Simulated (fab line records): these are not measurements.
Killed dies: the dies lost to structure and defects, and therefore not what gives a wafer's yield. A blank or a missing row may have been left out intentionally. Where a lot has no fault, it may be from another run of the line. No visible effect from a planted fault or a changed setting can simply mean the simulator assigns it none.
Chamber matching | flow nand-harc | NHARC_A_WL_FILL_STRIP_29 on rie-diel-01 has 4 sister chambers
The step strips in O2, time 20 s. 18 wafers are shown with their chamber, then 9 later ones without.

== EACH WAFER AND ITS CHAMBER ==
wafer  | chamber | oes-product-au (a.u.) | throttle-valve-pct (%) | rf-vpp-V (V)
L077.2 | 1       | 1.009                 | 17.034                 | 58.5
L077.3 | 2       | 0.988                 | 17.037                 | 56.8
L077.5 | 1       | 1.012                 | 17.034                 | 57.5
L076.2 | 1       | 1.018                 | 17.033                 | 58.2
L076.4 | 2       | 0.985                 | 17.058                 | 56.6
L076.6 | 1       | 1.009                 | 17.046                 | 58.7
L081.1 | 2       | 0.994                 | 17.035                 | 57.2
L081.4 | 3       | 0.997                 | 17.039                 | 56.7
L081.6 | 0       | 1.003                 | 17.029                 | 57.5
L084.2 | 2       | 0.989                 | 17.038                 | 57.2
L084.3 | 0       | 1.011                 | 17.023                 | 58.2
L084.5 | 3       | 0.997                 | 17.036                 | 57.4
L086.1 | 0       | 0.999                 | 17.021                 | 57.2
L086.3 | 1       | 1.006                 | 17.049                 | 56.3
L086.6 | 1       | 1.006                 | 17.039                 | 57.6
L087.3 | 3       | 1.003                 | 17.031                 | 57.5
L087.5 | 0       | 1.002                 | 17.032                 | 58.9
L087.6 | 3       | 1.003                 | 17.035                 | 58.2

SIGNATURES, as means of the wafers listed above
reading            | chamber 0 | chamber 1 | chamber 2 | chamber 3 | scatter within a chamber
oes-product-au     | 1.00375   | 1.01000   | 0.98900   | 1.00000   | 0.0043
throttle-valve-pct | 17.02625  | 17.03917  | 17.04200  | 17.03525  | 0.00703
rf-vpp-V           | 57.950    | 57.800    | 56.950    | 57.450    | 0.706
Rule: distance of a wafer from a chamber = root of the sum over the readings of ((wafer's reading minus chamber's mean) / reading's scatter) squared. If the next closest chamber is less than 2 further off than the closest, the wafer can't be placed; otherwise it belongs to the closest. How the scatter is found: for the shown wafers, subtract from each reading the mean of its chamber, square and add these, divide the total by (wafers less chambers), then take the root.

== WAFERS WITHOUT THEIR CHAMBER ==
wafer  | oes-product-au (a.u.) | throttle-valve-pct (%) | rf-vpp-V (V)
L089.1 | 1.003                 | 17.037                 | 57.2
L089.2 | 0.996                 | 17.039                 | 59.1
L089.5 | 0.989                 | 17.034                 | 59.4
L088.1 | 0.992                 | 17.052                 | 57.6
L088.2 | 1.022                 | 17.035                 | 58.7
L088.4 | 1.018                 | 17.040                 | 56.7
L091.1 | 1.000                 | 17.048                 | 56.6
L091.5 | 1.002                 | 17.036                 | 56.7
L091.6 | 1.001                 | 17.040                 | 57.4

== WHICH CHAMBER EACH ONE RAN IN ==
wafer  | from the rows above               | in truth
L089.1 | can't be placed: 3 or 1 or 0      | 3
L089.2 | can't be placed: 3 or 0 or 2 or 1 | 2
L089.5 | can't be placed: 2 or 3 or 0 or 1 | 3
L088.1 | can't be placed: 2 or 3           | 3
L088.2 | can't be placed: 1 or 0           | 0
L088.4 | can't be placed: 1 or 0 or 3      | 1
L091.1 | can't be placed: 3 or 2 or 1 or 0 | 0
L091.5 | can't be placed: 3 or 0 or 1 or 2 | 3
L091.6 | can't be placed: 3 or 1 or 0      | 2
Correct placement for 0 of the 9. Unplaceable from these rows: 9, with the true chamber sitting among the candidates in 8. Placed wrongly: 0.
